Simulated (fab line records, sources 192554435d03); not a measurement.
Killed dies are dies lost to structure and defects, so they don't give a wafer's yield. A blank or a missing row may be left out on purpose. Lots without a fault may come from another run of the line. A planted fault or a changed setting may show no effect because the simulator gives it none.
Chamber matching | flow n5_finfet | N5_BEOL_M0_SAQP_ETCH_49 on rie_diel-02: 4 sister chambers
The step etches SiO2 in CF4/O2, target depth 37 nm. 4 wafers are shown with their chamber, then 9 later ones without.

WAFERS WITH THEIR CHAMBER
wafer  | chamber | throttle_valve_pct (%)
L077.3 | 3       | 16.24
L087.3 | 2       | 15.94
L087.4 | 0       | 15.99
L087.5 | 1       | 15.90

WAFERS WITHOUT THEIR CHAMBER
wafer  | throttle_valve_pct (%)
L094.1 | 15.77
L094.2 | 16.00
L094.3 | 15.44
L094.4 | 16.01
L094.5 | 15.44
L094.6 | 15.78
L095.4 | 16.01
L095.5 | 15.44
L095.6 | 15.78

WHICH CHAMBER EACH WENT THROUGH
wafer  | from the rows above               | in truth
L094.1 | can't be placed: 1 or 2 or 0 or 3 | 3
L094.2 | can't be placed: 0 or 2 or 1 or 3 | 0
L094.3 | can't be placed: 1 or 2 or 0 or 3 | 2
L094.4 | can't be placed: 0 or 2 or 1 or 3 | 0
L094.5 | can't be placed: 1 or 2 or 0 or 3 | 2
L094.6 | can't be placed: 1 or 2 or 0 or 3 | 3
L095.4 | can't be placed: 0 or 2 or 1 or 3 | 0
L095.5 | can't be placed: 1 or 2 or 0 or 3 | 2
L095.6 | can't be placed: 1 or 2 or 0 or 3 | 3
Placed correctly: 0 of 9. Can't be placed from these rows: 9 (the true chamber is among the candidates in 9). Placed wrongly: 0.
How it was worked out, from the rows above alone: a wafer's distance from a chamber is the root of the sum, over the readings, of the square of ((its reading less the chamber's mean) divided by the reading's scatter). The wafer belongs to the nearest chamber; if the next one is less than 2 further off, it can't be placed. A chamber's mean is the mean of its shown wafers. The scatter: with one shown wafer a chamber, the root of the mean of the squares of how far each hidden wafer lies from its nearest shown one.
